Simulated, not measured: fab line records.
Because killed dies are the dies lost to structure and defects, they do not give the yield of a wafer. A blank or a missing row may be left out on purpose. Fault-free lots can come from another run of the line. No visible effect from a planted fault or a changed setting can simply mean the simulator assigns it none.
Comparing a struck lot with a sound one || flow nand-harc || 42 out of 1302 route steps
Sound: the wafers L388.1, L388.3, L388.4. Wafers struck: L396.1, L396.5, L396.6. The cause is given at the end.
Order at every step that has rows: each side's tool, ch and its chambers, its first start. Under that, the readings that differ: sound wafers || struck wafers || difference of the means || sigmas: that difference in standard deviations of wafers without a fault.
alike: readings with means less than 2 such deviations apart, plus words and numbers identical on both sides. not compared: withheld readings, readings lacking a value on some wafer, bounds such as >300 that could conceal the same value, and numbers that have no deviation in the record and whose values overlap.
The two part at a step that has a row with sigmas, a row that says differs or no value, or rows on one side only. When numbers do not overlap yet have no deviation, they are printed without sigmas and do not part them. A reading that every wafer of one side lacks parts them only if that side has two wafers or more.

first, 1 step without rows for these wafers: NHARC_P_M0_SRD_25.
NHARC_P_M0_INSPECT_27:
  sound on defect-inspect-02 at day 6 23:48; struck on defect-inspect-02 at day 10 04:51
  alike: raw-defect-count
then, 1 step without rows for these wafers: NHARC_P_M0_PRE_CLEAN_31 (time 12 s).
NHARC_P_M0_DEP_32: deposits SiCN, target thk 30 nm.
  sound on pecvd-02 ch 1,2, day 6 23:59; struck on pecvd-01 ch 1,2, day 10 05:02
  alike: chamber-pressure-Torr, heater-power-w
  not compared: since-wet-clean-h
then, 7 steps without rows for these wafers: NHARC_P_M1_DEP_00 (deposits SiOC, target thk 182.5 nm); NHARC_P_M1_DEHYDRATE_01 (time 120 s); NHARC_P_M1_HMDS_02 (time 30 s); NHARC_P_M1_COAT_34 (time 65 s); NHARC_P_M1_COAT_03 (resist thk 90 nm); NHARC_P_M1_SOFTBAKE_04 (time 55 s); NHARC_P_M1_EBR_05.
NHARC_P_M1_EXPOSE_06: exposes mask P M1, target cd 130 nm.
  sound on arfi-scanner-02 ch 0, day 7 00:56; struck on arfi-scanner-02 ch 0, day 10 06:06
{"reading": "exposure-dose-mJ-cm2", "sound": "81.83 81.75 81.77", "struck": "60.10 60.18 60.29", "difference": -21.59, "sigmas": "-99 or more"}
  alike: mask
then, 2 steps without rows for these wafers: NHARC_P_M1_PEB_07 (peb time 65 s); NHARC_P_M1_DEVELOP_08 (develop time 35 s).
NHARC_P_M1_CD_MEAS_09: the cd target is 130 nm.
  sound on cd-sem-02 ch 0, day 7 01:04; struck on cd-sem-03 ch 0, day 10 06:14
{"reading": "cd-nm (nm)", "sound": "128.4 130.2 129.0", "struck": "110.6 111.6 110.3", "difference": -18.4, "sigmas": -27}
NHARC_P_M1_OVL_MEAS_10: pitch 260 nm.
  sound on overlay-02 at day 7 01:10; struck on overlay-01 at day 10 06:20
  alike: overlay-x-nm, overlay-y-nm
NHARC_P_M1_INSPECT_11:
  sound on defect-inspect-02 at day 7 01:12; struck on defect-inspect-01 at day 10 06:22
  alike: raw-defect-count
NHARC_P_M1_DESCUM_14: chemistry O2, time 3 s.
  sound on rie-diel-02 ch 1,2,3, day 7 01:16; struck on rie-diel-11 ch 0,1,2, day 10 06:27
{"reading": "model.P_M1.cd-nm (nm)", "sound": "128.8 129.4 129.9", "struck": "110.4 110.8 110.4", "difference": -18.8, "sigmas": ""}
  alike: drypump-motor-current-A, o2-flow-sccm, oes-product-au, rf-vpp-V, showerhead-plenum-p-Torr, throttle-valve-pct
  not compared: rf-hours-counter-h
then, 2 steps without rows for these wafers: NHARC_P_M1_ETCH_35 (etches the open film in N2/H2, target depth 40 nm, overetch 12 nm, time 43.94 s); NHARC_P_M1_ETCH_15 (etches the open film in C4F8/Ar, target depth 182.5 nm, time 91.2 s).
NHARC_P_M1_CD_MEAS_16:
  sound on cd-sem-03 at day 7 01:34; struck on cd-sem-02 at day 10 06:44
{"reading": "cd-nm (nm)", "sound": "128.6 129.9 130.3", "struck": "110.7 111.1 109.2", "difference": -19.3, "sigmas": -18}
then, 1 step without rows for these wafers: NHARC_P_M1_STRIP_18 (strips in N2/H2).
NHARC_P_M1_ETCH_28: etches the open film in CF4/N2, target depth 30 nm, time 72.99 s.
  sound on rie-diel-02 ch 0,2,3; struck on rie-diel-11 ch 2,3
{"reading": "model.P_M1.cd-nm (nm)", "sound": "128.9 129.7 130", "struck": "111.5 109.5 108.2", "difference": -19.8, "sigmas": ""}
  alike: drypump-motor-current-A, n2-flow-sccm, oes-product-au, rf-vpp-V, showerhead-plenum-p-Torr, throttle-valve-pct
  not compared: rf-hours-counter-h
then, 2 steps without rows for these wafers: NHARC_P_M1_STRIP_19 (strips in post etch residue remover, time 600 s); NHARC_P_M1_DEGAS_29 (time 60 s).
NHARC_P_M1_PRE_CLEAN_30: time 30 s.
  sound on pvd-sputter-02; struck on pvd-sputter-02
  alike: heater-power-w
NHARC_P_M1_PVD_20: deposits TaN, target thk 5 nm, time 8.06 s.
  sound on pvd-sputter-02; struck on pvd-sputter-02
  alike: throttle-valve-pct
then, 3 steps without rows for these wafers: NHARC_P_M1_PVD_21 (deposits Cu, target thk 30 nm, time 20.49 s); NHARC_P_M1_ECD_22 (material Cu, target thk 400 nm); NHARC_P_M1_ANNEAL_31 (time 90 s).
NHARC_P_M1_CMP_23: polishes, t overpolish 20 s, target thk 157.82 nm.
  sound on cmp-01 ch 0,2,3, day 7 03:22; struck on cmp-01 ch 0,2,3, day 10 08:35
  alike: motor-current-A, time-to-endpoint-s
NHARC_P_M1_THK_MEAS_24: measures by xrf.
  sound on film-metro-02 at day 7 03:41; struck on film-metro-01 at day 10 08:51
  alike: thk-nm
then, 1 step without rows for these wafers: NHARC_P_M1_SRD_25.
NHARC_P_M1_INSPECT_27:
  sound on defect-inspect-02 at day 7 03:52; struck on defect-inspect-01 at day 10 09:01
  alike: raw-defect-count
NHARC_P_M1_PRE_CLEAN_32: time 12 s.
  sound on pecvd-03 ch 1,2, day 7 03:56; struck on pecvd-03 ch 0,1,2, day 10 09:05
  alike: heater-power-w
  not compared: since-wet-clean-h
then, 5 steps without rows for these wafers: NHARC_P_M1_DEP_33 (deposits SiCN, target thk 30 nm); NHARC_P_M2_DEP_00 (deposits SiOC, target thk 182.5 nm); NHARC_P_M2_DEHYDRATE_01 (time 120 s); NHARC_P_M2_HMDS_02 (time 30 s); NHARC_P_M2_COAT_34 (time 65 s).
-- here the record skips 17 days between the struck wafers' starts before and after, leaving off in module P_M2 and picking up in module A_M0 (first step shown: number 1150 of the route) --
NHARC_A_M0_DESCUM_14: chemistry O2, time 3 s.
  sound on rie-diel-05 ch 0,2,3, day 23 09:26; struck on rie-diel-03 ch 0,1,3, day 27 01:50
{"reading": "model.A_M0.cd-nm (nm)", "sound": "79.95 80.26 82.32", "struck": "70.6 72.97 72.43", "difference": -8.8, "sigmas": ""}
  alike: drypump-motor-current-A, o2-flow-sccm, oes-product-au, rf-vpp-V, showerhead-plenum-p-Torr, throttle-valve-pct
  not compared: rf-hours-counter-h
NHARC_A_M0_ETCH_15: etches the open film in C4F8/Ar, target depth 150 nm, overetch 15 nm, time 82.5 s.
  sound on rie-diel-05 ch 0,1,2; struck on rie-diel-03 ch 0,3
{"reading": "model.A_M0.cd-nm (nm)", "sound": "79.59 80.23 82.81", "struck": "69.88 73.04 72.31", "difference": -9.13, "sigmas": ""}
  alike: oes-product-au, rf-vpp-V
  not compared: rf-hours-counter-h

WHERE THEY PART
First at NHARC_P_M1_EXPOSE_06; last, within this record, at NHARC_P_M1_CD_MEAS_16. Later steps at which nothing parts them and some readings are alike: NHARC_P_M1_ETCH_28, NHARC_P_M1_PRE_CLEAN_30, NHARC_P_M1_PVD_20, NHARC_P_M1_CMP_23, NHARC_P_M1_THK_MEAS_24, NHARC_P_M1_INSPECT_27, NHARC_P_M1_PRE_CLEAN_32, NHARC_A_M0_DESCUM_14, NHARC_A_M0_ETCH_15.

WHY: whatever the simulator had introduced
Drift in process parameters on arfi-scanner-02 at NHARC_P_M1_EXPOSE_06, starting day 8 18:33. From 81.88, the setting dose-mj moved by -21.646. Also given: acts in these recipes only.
